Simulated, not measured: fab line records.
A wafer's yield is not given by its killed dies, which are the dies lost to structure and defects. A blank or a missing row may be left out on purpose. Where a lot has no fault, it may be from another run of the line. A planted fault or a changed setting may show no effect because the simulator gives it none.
fab line records	flow n5_finfet
[record] lots = 4	wafers = 12	last_day = 18
route steps=1938 shown PMOS_HMC_CHANNEL_EPI@68 FIN_SAQP@90 BEOL_M4@1111 PASSIVATION@1936
lots that met no fault: taken from a fault-free run of the same line
start_h: hours from the record's opening day to when the first of the lot's shown wafers began	wait_h: hours from the lot's prior step to this one	" as in the row above	L1.1+2: a row that stands for several wafers	- no value, or no start given	* or withheld: withheld	< > ~ a bound
route shown NAME@n: a module of which the file shows steps, and the number in the route of the first	usual: mean and standard deviation over wafers with no fault	same: alike in all rows	chamber/n: place in a boat	sites: readings site by site	_std_site: their standard deviation	_edge_site: outer sites' mean less inner sites'	radius_mm: for every site, how far away it sits from the centre of the wafer	mask NAME#n: copy n	behind: the tool/chamber that last shaped the wafer	hold: the reason the lot was held/the length of the hold in hours/how it ended	device: whichever transistor did not switch (one of n, p or np)	end of line: the route-end tests of the same wafers	a step given without rows: its recipe and nothing more	killed: dies that structure and defects cost at the first sort, which is not the same as the wafer's yield	map: the dies of a wafer, with x for killed, . for not killed, _ for no die there
set.NAME: the setting the step ran with; set.NAME@STEP: the setting that earlier step ran with	model.NAME: the simulator's own value behind a step, which no gauge read
lots seen at some steps along the route; tables by step, rows by wafer
services: when a tool's chamber went out of use (start_h, in hours from the record's first day, below 0 if earlier), for how many hours, and the reason
[[steps]]
[step N5_PMOS_HMC_CHANNEL_EPI_DESCUM_14]
[recipe] chemistry = O2	time_s = 7.9	source_power_w = 50	bias_power_w = 20	pressure_mtorr = 20	rf_frequency_hz = 2.712e+07	temp_c = 40	resist = CAR-ArF-block	o2_flow_sccm = 225
[step N5_PMOS_HMC_CHANNEL_EPI_ETCH_32]
[recipe] chemistry = N2/H2	target = BARC	stop_on = SiO2	target_depth_a = 858	over_etch_frac = 0.3	time_s = 50.3	ion_energy_ev = 200	mask_material = CAR-ArF-block	pressure_mtorr = 30	source_w = 840	bias_w = 150	n2_flow_sccm = 200	h2_flow_sccm = 200
[step N5_PMOS_HMC_CHANNEL_EPI_HM_OPEN_15]
[recipe] chemistry = CHF3/O2	target = SiO2	mask_material = CAR-ArF-block	target_depth_a = 406	CHF3_flow_sccm = 50	O2_flow_sccm = 5	Ar_flow_sccm = 200	time_s = 20.3	pressure_mtorr = 30	source_w = 650	bias_w = 170	ion_energy_ev = 200
[step N5_PMOS_HMC_CHANNEL_EPI_STRIP_33]
[recipe] chemistry = N2/H2	power_w = 500	temp_c = 40	pressure_mtorr = 50	rf_frequency_hz = 6e+07	overash_fraction = 0.3	bias_power_w = 8	h2_frac = 0.5	n2_flow_sccm = 300	h2_flow_sccm = 300
[step N5_PMOS_HMC_CHANNEL_EPI_STRIP_17]
[recipe] chemistry = SPM	time_s = 750	temp_c = 130	h2so4_h2o2_vol_ratio = 4	dry = ipa_marangoni
[step N5_PMOS_HMC_CHANNEL_EPI_ETCH_38]
[recipe] chemistry = CF4	target = SiO2	target_depth_a = 15	ion_energy_ev = 350	pressure_mtorr = 10	icp_w = 800	bias_w = 400	cf4_flow_sccm = 80
[step N5_PMOS_HMC_CHANNEL_EPI_FIN_RECESS_16]
[recipe] chemistry = HBr/Cl2	target = Si	mask_material = SiO2	target_depth_a = 540	time_s = 18	pressure_mtorr = 10	icp_w = 800	bias_w = 75	HBr_flow_sccm = 150	Cl2_flow_sccm = 80
[step N5_PMOS_HMC_CHANNEL_EPI_PRECLEAN_36]
[recipe] chemistry = O3/DIW	time_s = 45	temp_c = 22	o3_ppm = 10
[step N5_PMOS_HMC_CHANNEL_EPI_PRECLEAN_18]
[recipe] chemistry = DHF	time_s = 30	temp_c = 25	dilution = withheld
[step N5_PMOS_HMC_CHANNEL_EPI_SRD_19]
[recipe] dry = ipa_marangoni	do_ppb = 5	time_s = 30	temp_c = 23	rinse_liquid = diw
[step N5_PMOS_HMC_CHANNEL_EPI_EPI_20]
[recipe] material = SiGe30	mask_material = SiO2	pressure_torr = 20	target_thk_a = 590	temp_c = 600
[usual] chamber_pressure_Torr = 20.00/0.04	susceptor_temp_C_max = 601.6/0.85
lot.wafer	tool	chamber	start_h	wait_h	chamber_pressure_Torr	susceptor_temp_C_max	model.SiGe30_of_PMOS_HMC_CHANNEL_EPI_EPI_20.thk_nm
L338.3	epi_rpcvd-02	0	36.38	0.6	20.11	602.8	59.61
L338.5	"	0	"	"	19.96	602.4	59.78
L338.6	"	0	"	"	19.99	603.4	59.79
L349.2	epi_rpcvd-02	0	102.60	0.3	11.98	602.3	48.76
L349.3	"	0	"	"	11.97	601.8	48.82
L349.4	"	0	"	"	12.01	601.9	48.82
L350.1	epi_rpcvd-02	0	109.07	0.0	12.02	603.1	48.43
L350.3	"	0	"	"	12.00	602.8	48.16
L350.5	"	0	"	"	12.05	602.6	47.86
L358.2	epi_rpcvd-03	0	155.76	0.2	20.00	601.2	59.43
L358.3	"	0	"	"	20.10	601.1	59.05
L358.5	"	0	"	"	20.03	600.3	59.53
[step N5_PMOS_HMC_CHANNEL_EPI_HM_STRIP_35]
[recipe] chemistry = dHF	temp_c = 25	material = SiO2	target = SiO2	target_depth_a = 396	time_s = 216
[step N5_PMOS_HMC_CHANNEL_EPI_SRD_39]
[recipe] dry = ipa_marangoni	time_s = 30	temp_c = 23	rinse_liquid = diw
[step N5_PMOS_HMC_CHANNEL_EPI_CMP_21]
[recipe] material = SiGe30	post_cmp_clean = alkaline_brush	target_thk_nm = 54
[step N5_PMOS_HMC_CHANNEL_EPI_THK_MEAS_22]
[recipe] reads = SiGe30_of_PMOS_HMC_CHANNEL_EPI_EPI_20
[usual] HMC_CMP_THK = 53.8/0.65
lot.wafer	tool	chamber	start_h	wait_h	HMC_CMP_THK[nm]
L338.3	film_metro-01	-	37.88	-	53.4
L338.5	"	-	"	"	54.1
L338.6	"	-	"	"	53.6
L349.2	film_metro-02	-	104.36	-	48.7
L349.3	"	-	"	"	48.7
L349.4	"	-	"	"	48.8
L350.1	film_metro-01	-	111.20	-	48.4
L350.3	"	-	"	"	48.1
L350.5	"	-	"	"	47.7
L358.2	film_metro-01	-	157.19	-	53.7
L358.3	"	-	"	"	52.9
L358.5	"	-	"	"	53.5
[step N5_PMOS_HMC_CHANNEL_EPI_PRECLEAN_40]
[recipe] chemistry = DHF	time_s = 30	temp_c = 25	dilution = withheld
[step N5_PMOS_HMC_CHANNEL_EPI_PRECLEAN_37]
[recipe] chemistry = O3/DIW	time_s = 45	temp_c = 22	o3_ppm = 10
[usual] temp_c = 22.01/0.1
lot.wafer	tool	chamber	start_h	wait_h	temp_c	model.SiGe30_of_PMOS_HMC_CHANNEL_EPI_EPI_20.thk_nm
L338.3	wet_bench-03	3	37.92	0.0	22.08	53.31
L338.5	"	1	"	"	21.82	53.33
L338.6	"	6	"	"	21.93	53.57
L349.2	wet_bench-02	3	104.41	0.0	21.99	47.99
L349.3	"	2	"	"	22.00	48.05
L349.4	"	7	"	"	22.00	48.04
L350.1	wet_bench-03	5	111.24	0.0	22.10	47.67
L350.3	"	3	"	"	22.03	47.4
L350.5	"	6	"	"	21.96	47.1
L358.2	wet_bench-05	1	157.23	0.0	22.03	53.25
L358.3	"	7	"	"	22.04	53.19
L358.5	"	4	"	"	22.14	53.26
[step N5_PMOS_HMC_CHANNEL_EPI_PRECLEAN_24]
[recipe] chemistry = DHF	time_s = 30	temp_c = 25	dilution = withheld
[step N5_PMOS_HMC_CHANNEL_EPI_SRD_25]
[recipe] dry = ipa_marangoni	do_ppb = 5	time_s = 30	temp_c = 23	rinse_liquid = diw
[step N5_PMOS_HMC_CHANNEL_EPI_EPI_26]
[recipe] material = Si	target_thk_a = 38	temp_c = 650	precursor = SiH4/H2	pressure_torr = 20	time_s = 22.7
[step N5_FIN_SAQP_PRECLEAN_42]
[recipe] chemistry = O3/DIW	time_s = 60	temp_c = 22	o3_ppm = 10
[step N5_FIN_SAQP_PRECLEAN_00]
[recipe] chemistry = SC1	time_s = 60	temp_c = 55	mix = 1:2:50
[step N5_FIN_SAQP_PRECLEAN_44]
[recipe] chemistry = SC2	time_s = 45	temp_c = 35	mix = 1:1:50
[step N5_FIN_SAQP_SRD_01]
[recipe] dry = ipa_marangoni	time_s = 30	temp_c = 23	rinse_liquid = diw
[step N5_FIN_SAQP_ALD_61]
[recipe] material = SiO2	target_thk_a = 40	temp_c = 300	ald_precursor_family = BDEAS	ald_co_reactant = O2-plasma	pulse_time_s = 1	purge_time_s = 2	co_reactant_purge_time_s = 2	ald_cycles = 43	pressure_torr = 2
[step N5_FIN_SAQP_DENSIFY_62]
[recipe] temp_c = 700	time_s = 60	ambient = N2	idle_temp_c = 600	ramp_up_c_per_s = 150	ramp_down_c_per_s = 60	cool_to_c = 600
[step N5_FIN_SAQP_HM_DEP_03]
[recipe] material = SiNx	target_thk_a = 380	temp_c = 400	precursor = SiH4/NH3/N2	pressure_torr = 1.5	rf_w = 300	time_s = 33.6
[step N5_FIN_SAQP_PECVD_47]
[recipe] material = a-Si	target_thk_a = 450	temp_c = 400	precursor = SiH4/He	pressure_torr = 3	rf_w = 100	time_s = 36.3
[step N5_FIN_SAQP_PECVD_48]
[recipe] material = SiNx	target_thk_a = 250	temp_c = 400	precursor = SiH4/NH3/N2	pressure_torr = 1.5	rf_w = 300	time_s = 22.1
[step N5_FIN_SAQP_PECVD_06]
[recipe] material = a-Si	target_thk_a = 600	temp_c = 400	precursor = SiH4/He	pressure_torr = 3	rf_w = 100	time_s = 48.1
[step N5_FIN_SAQP_HM_DEP_72]
[recipe] material = SiO2	target_thk_a = 120	temp_c = 400	precursor = SiH4/N2O	pressure_torr = 0.75	rf_w = 275	time_s = 7.2
[step N5_FIN_SAQP_COAT_49]
[recipe] resist = SOC	temp_c = 250	time_s = 60	spin_rpm = 1500	resist_thk_nm = 100
[step N5_FIN_SAQP_COAT_50]
[recipe] resist = SiARC	temp_c = 220	time_s = 60	spin_rpm = 1500	resist_thk_nm = 35
[step N5_FIN_SAQP_COAT_10]
[recipe] resist = CAR-ArF	spin_rpm = 1500	resist_thk_nm = 90
[step N5_FIN_SAQP_EBR_12]
[recipe] solvent = PGMEA	ebr_width_mm = 1.5
[step N5_FIN_SAQP_SOFTBAKE_11]
[recipe] temp_c = 110	time_s = 60	resist = CAR-ArF
[step N5_BEOL_M4_RC_MEAS_101]
[usual] CJ_P = 5.78/0.14	DIBL_N = 35.9/1.4	DIBL_P = 35.9/1.7	IOFF_N = 0.160/0.026	IOFF_P = 0.21/0.036	ION_N = 672/11	ION_P = 461/8.1	SS_N = 71.4/0.54	SS_P = 73.2/0.67	VT_N = 249.3/2.7	VT_P = -250/3.9	VT_P_LONG = -275/3.8	VT_P_LVT = -99/3.5
lot.wafer	tool	chamber	start_h	wait_h	CJ_P	DIBL_N[mV/V]	DIBL_P[mV/V]	IOFF_N[nA/um]	IOFF_P[nA/um]	ION_N[uA/um]	ION_P[uA/um]	SS_N[mV/dec]	SS_P[mV/dec]	VT_N[mV]	VT_P[mV]	VT_P_LONG[mV]	VT_P_LVT[mV]
L338.3	prober-02	0	197.11	0.3	5.69	36.4	35.4	0.161	0.20	663	454	71.0	73.6	249.6	-252	-274	-100
L338.5	"	0	"	"	5.58	35.9	35.5	0.162	0.21	674	462	71.0	72.9	250.4	-249	-270	-100
L338.6	"	0	"	"	5.93	38.1	37.9	0.191	0.25	671	463	72.0	74.1	246.7	-246	-274	-98
L349.2	prober-01	0	254.57	0.2	6.28	38.7	40.6	0.234	0.23	702	426	72.1	75.3	240.6	-254	-284	-101
L349.3	"	0	"	"	6.23	35.7	37.1	0.174	0.19	687	412	72.4	74.1	246.4	-258	-288	-105
L349.4	"	0	"	"	6.21	36.8	38.6	0.193	0.21	682	409	71.8	75.3	244.8	-256	-287	-104
L350.1	prober-02	0	254.92	0.0	6.28	33.2	36.6	0.127	0.14	662	391	70.4	74.6	252.5	-267	-294	-115
L350.3	"	0	"	"	6.39	35.3	37.3	0.143	0.12	667	402	71.1	73.6	251.1	-268	-292	-116
L350.5	"	0	"	"	6.26	34.4	38.1	0.135	0.15	663	393	71.1	74.8	250.8	-268	-295	-115
L358.2	prober-02	0	316.42	0.2	5.78	39.0	40.0	0.214	0.25	680	464	72.3	74.7	247.5	-248	-278	-97
L358.3	"	0	"	"	5.87	38.4	39.7	0.194	0.24	668	459	71.7	74.4	249.7	-250	-278	-98
L358.5	"	0	"	"	5.79	35.8	36.9	0.151	0.19	663	456	71.6	73.2	252.8	-254	-278	-101
[step N5_PASSIVATION_PROBE_49]
[usual] defect_limited_yield = 90.9/1.5	killed_at_M0_to_M3 = 35/10	killed_at_M4_up = 14/5.2	killed_at_contacts = 13/7.3	killed_at_front_end = 42/12	killed_at_other = 3.4/2.5	killed_dies = 108/18	killed_open = 70/13	killed_short = 35/8	sort_bin_5_function = 5.4/1	sort_bin_6_memory = 3.4/0.71	sort_bin_8_speed = 0.00/0.0099	sort_n_pass = 1072/18	sort_yield_pct = 90.9/1.5
[same] gross_dies = 1180	killed_at_back_side = 0	sort_bin_4_leakage[%] = 0
lot.wafer	tool	chamber	start_h	wait_h	defect_limited_yield[%]	killed_at_M0_to_M3	killed_at_M4_up	killed_at_contacts	killed_at_front_end	killed_at_other	killed_dies	killed_open	killed_short	sort_bin_5_function[%]	sort_bin_6_memory[%]	sort_bin_8_speed[%]	sort_n_pass	sort_yield_pct[%]
L338.3	prober-02	-	295.08	0.1	92.0	34	10	7	38	5	94	56	32	4.6	3.1	0	1086	92.0
L338.5	prober-02	-	295.18	0.2	91.0	45	19	5	34	3	106	71	31	5.0	3.6	0	1074	91.0
L338.6	prober-02	-	295.23	0.3	91.0	36	20	12	29	9	106	64	39	5.3	3.3	0	1074	91.0
L350.1	prober-02	-	361.42	0.0	88.9	41	16	12	58	4	131	73	55	6.1	4.2	88.90	0	0
L350.3	prober-02	-	361.52	0.1	90.3	37	14	13	48	2	114	76	38	6.1	3.3	90.34	0	0
L350.5	prober-02	-	361.62	0.2	93.2	27	12	3	35	3	80	41	37	4.8	1.8	93.22	0	0
L349.2	prober-02	-	372.61	0.1	87.5	56	14	20	54	3	147	94	49	7.1	4.7	40.42	556	47.1
L349.3	prober-02	-	372.66	0.1	90.6	31	15	12	51	2	111	62	48	5.5	3.1	90.51	1	0.1
L349.4	prober-02	-	372.71	0.2	90.9	44	12	7	40	4	107	66	39	5.0	4.1	90.93	0	0
L358.2	prober-02	-	429.98	0.1	90.4	37	15	13	47	1	113	74	33	5.6	3.6	0	1067	90.4
L358.3	prober-02	-	430.03	0.1	89.2	48	12	19	48	0	127	86	41	6.3	4.3	0	1053	89.2
L358.5	prober-02	-	430.13	0.2	89.2	37	14	36	37	3	127	88	37	6.2	4.2	0	1053	89.2
// killed by level:class
L338.3 FIN_SAQP:geometric_particle:open=17 BEOL_M0_SAQP:geometric_particle:short=10 FIN_SAQP:geometric_particle:short=7 MOL_CONTACT_COAG:geometric_particle:open=6 BEOL_M2:geometric_particle:open=6 BEOL_M3:geometric_particle:open=5 BEOL_M4:geometric_particle:open=5 BEOL_M1:geometric_particle:open=4
L338.5 BEOL_M0_SAQP:geometric_particle:short=13 BEOL_M0_SAQP:geometric_particle:open=12 BEOL_M4:geometric_particle:open=10 FIN_SAQP:geometric_particle:open=7 BEOL_M2:geometric_particle:open=7 BEOL_M1:geometric_particle:open=5 MOL_CONTACT_COAG:geometric_particle:open=5 FIN_SAQP:geometric_particle:short=4
L338.6 BEOL_M0_SAQP:geometric_particle:short=11 MOL_CONTACT_COAG:geometric_particle:open=9 BEOL_M0_SAQP:geometric_particle:open=6 BEOL_M0:geometric_particle:open=6 BEOL_M4:geometric_particle:open=6 FIN_SAQP:geometric_particle:open=5 FIN_SAQP:geometric_particle:short=4 BEOL_M2:geometric_particle:open=4
L350.1 FIN_SAQP:geometric_particle:short=16 BEOL_M0_SAQP:geometric_particle:short=11 MOL_CONTACT_COAG:geometric_particle:open=10 BEOL_M0_SAQP:geometric_particle:open=9 STI_FIN_REVEAL:geometric_particle:open=9 BEOL_M4:geometric_particle:open=9 DUMMY_GATE:geometric_particle:open=5 BEOL_M1:geometric_particle:open=5
L350.3 FIN_SAQP:geometric_particle:open=11 MOL_CONTACT_COAG:geometric_particle:open=11 FIN_SAQP:geometric_particle:short=10 STI_FIN_REVEAL:geometric_particle:open=10 BEOL_M3:geometric_particle:open=9 BEOL_M0_SAQP:geometric_particle:short=7 BEOL_M2:geometric_particle:open=6 BEOL_M4:geometric_particle:open=6
L350.5 FIN_SAQP:geometric_particle:short=9 BEOL_M2:geometric_particle:open=8 BEOL_M0_SAQP:geometric_particle:short=7 STI_FIN_REVEAL:geometric_particle:open=6 BEOL_M0_SAQP:geometric_particle:open=6 BEOL_M4:geometric_particle:open=6 STARTING-WAFER:geometric_particle:short=4 GATE_CUT:geometric_particle:short=3
L349.2 MOL_CONTACT_COAG:geometric_particle:open=14 BEOL_M0_SAQP:geometric_particle:short=12 BEOL_M0_SAQP:geometric_particle:open=12 STI_FIN_REVEAL:geometric_particle:open=11 FIN_SAQP:geometric_particle:short=10 BEOL_M3:geometric_particle:open=10 BEOL_M2:geometric_particle:open=8 MOL_CONTACT_COAG:geometric_particle:short=6
L349.3 BEOL_M0_SAQP:geometric_particle:open=13 FIN_SAQP:geometric_particle:short=12 BEOL_M0_SAQP:geometric_particle:short=10 STI_FIN_REVEAL:geometric_particle:open=9 FIN_SAQP:geometric_particle:open=8 MOL_CONTACT_COAG:geometric_particle:open=7 BEOL_M4:geometric_particle:open=7 STARTING-WAFER:geometric_particle:short=5
L349.4 BEOL_M0_SAQP:geometric_particle:short=16 BEOL_M0_SAQP:geometric_particle:open=13 GATE_CUT:geometric_particle:open=9 FIN_SAQP:geometric_particle:short=6 GATE_CUT:geometric_particle:short=6 STI_FIN_REVEAL:geometric_particle:open=5 BEOL_M3:geometric_particle:open=5 FIN_SAQP:geometric_particle:open=4
L358.2 STI_FIN_REVEAL:geometric_particle:open=15 MOL_CONTACT_COAG:geometric_particle:open=9 BEOL_M0_SAQP:geometric_particle:short=9 BEOL_M0_SAQP:geometric_particle:open=9 BEOL_M1:geometric_particle:open=6 DUMMY_GATE:geometric_particle:open=5 BEOL_M3:geometric_particle:open=5 FIN_SAQP:geometric_particle:open=4
L358.3 BEOL_M0_SAQP:geometric_particle:open=17 FIN_SAQP:geometric_particle:open=13 MOL_CONTACT_COAG:geometric_particle:open=12 BEOL_M0_SAQP:geometric_particle:short=9 BEOL_M2:geometric_particle:open=8 STI_FIN_REVEAL:geometric_particle:open=7 BEOL_M1:geometric_particle:open=7 MOL_CONTACT_COAG:geometric_particle:short=7
L358.5 MOL_CONTACT_COAG:geometric_particle:open=31 BEOL_M0_SAQP:geometric_particle:open=11 STI_FIN_REVEAL:geometric_particle:open=10 FIN_SAQP:geometric_particle:open=8 BEOL_M0_SAQP:geometric_particle:short=7 STI_FIN_REVEAL:geometric_particle:short=7 MOL_CONTACT_COAG:geometric_particle:short=5 BEOL_M1:geometric_particle:open=5
// map L349.2 (x killed, . not)
_________________......x.x.x.________________
______________.x...........x...._____________
___________.......................x__________
__________....x....x.............x.._________
________....x............x...x.x......_______
_______....x.x.....x.x............x..x.______
______...x............x...xx.........x.._____
_____.......x...............x.....x......____
____....................x..x....xx..x.....___
___......................x...........x.....__
___.x.x.x...x.........x.x...x..............__
__xx.....x.........x................x......x_
__..x.....x....x......x....x..x.........x..._
_....x...x..xx.....................x....x....
_...............................xx..x........
_................x.............x.xx......x...
_..........x......................x..........
_.................x....x.....x...............
_.....x............x..xx.x..............x...x
_..........................xxx...............
_..x.x..............xxx............x.....x...
__....x.....................x........x......_
__.x..x..........x....x.......x...x.x.xx...._
___.x..x.......................x........x..__
___.....................xx.x....xx.........__
____.x.....x...............x.x......x...xx___
_____.............x..x...x.......x..x....____
______...x...........xx................._____
_______....xx.......x.....x..x.....x...______
________...............x...x.x....xxx._______
__________x...........xx......x....x_________
___________x.....x.................__________
______________.............x...x_____________
_________________............________________
// map L350.1 (x killed, . not)
_________________............________________
______________..x..........x...._____________
___________......x.................__________
__________....x....................._________
________x....x......x..........x....x._______
_______x..........x...x.x.........xx...______
______......x.......x..x.x.......x..x..._____
_____..x.......x.........................____
____.x........x....x....x.........x.......___
___.xx....................x............x...__
___...x...xx.......................x..x....__
__......x....x......x....................x.._
__.......x.x....x.....x....................._
_......x................xxx....x.x.....xx....
_...x.x..x.....x..x................x....x...x
_.x.......x..x.x...x.......x...x.x.......x...
_....x....................x.x................
_xx........x...x.........xx........x.........
_.............xx....x........x....x.....x....
_......x..x.....................x............
_..x..x.........xx.x.........................
__.x.............................x........x._
__x.........x..x...x.....x.x.......x........_
___..............x.......x..........x.x....__
___...................x...............x....__
____..................................x...___
_____..x...................x.............____
______x.............................x..._____
_______.x...........x.....x............______
________........x............x........_______
__________........x............x..x._________
___________xx.x....x...............__________
______________......x........x.._____________
_________________....x..x....________________
[[services]]
tool	chamber	start_h	hours	kind
wet_bench-05	-	26.62	2.8	repair
wet_bench-05	-	30.35	1.9	repair
epi_rpcvd-02	-	153.44	0.8	pm
[[key]]
[first_sign] step = N5_PMOS_HMC_CHANNEL_EPI_EPI_20	reading = chamber_pressure_Torr	direction = down	sigmas = 99+	usual = 20.00	struck = 12.01
[effect] step = N5_PMOS_HMC_CHANNEL_EPI_THK_MEAS_22	reading = HMC_CMP_THK	direction = down	sigmas = 8.3	usual = 53.8	struck = 48.4
[effect] step = N5_BEOL_M4_RC_MEAS_101	reading = ION_P	direction = down	sigmas = 6.9	usual = 461	struck = 406
[effect] step = N5_BEOL_M4_RC_MEAS_101	reading = VT_P_LONG	direction = down	sigmas = 3.8	usual = -275	struck = -290
[effect] step = N5_BEOL_M4_RC_MEAS_101	reading = CJ_P	direction = up	sigmas = 3.4	usual = 5.78	struck = 6.28
[effect] step = N5_BEOL_M4_RC_MEAS_101	reading = VT_P	direction = down	sigmas = 3	usual = -250	struck = -262
[effect] step = N5_BEOL_M4_RC_MEAS_101	reading = VT_P_LVT	direction = down	sigmas = 2.9	usual = -99	struck = -109
[effect] step = N5_BEOL_M4_RC_MEAS_101	reading = SS_P	direction = up	sigmas = 2.1	usual = 73.2	struck = 74.6	wafers_moved = 2
[effect] step = N5_PASSIVATION_PROBE_49	reading = sort_bin_8_speed	direction = up	sigmas = 99+	usual = 0.00	struck = 82.39
[model_effect] step = N5_PMOS_HMC_CHANNEL_EPI_EPI_20	value = SiGe30_of_PMOS_HMC_CHANNEL_EPI_EPI_20.thk_nm	without = 59.53	struck = 48.48
[model_effect] step = N5_PMOS_HMC_CHANNEL_EPI_PRECLEAN_37	value = SiGe30_of_PMOS_HMC_CHANNEL_EPI_EPI_20.thk_nm	without = 53.25	struck = 47.71
met_at N5_PMOS_HMC_CHANNEL_EPI_EPI_20
struck_wafers L349.2,L349.3,L349.4,L350.1,L350.3,L350.5
onset_between 36.38 102.60
[fault] kind = process_parameter_drift	tool = epi_rpcvd-02	chamber = -	onset_h = 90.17	steps = N5_PMOS_HMC_CHANNEL_EPI_EPI_20	channel = pressure_torr	offset = -8.008	shape = step	end_h = 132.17	acts_in = these_recipes_only	stated = 20
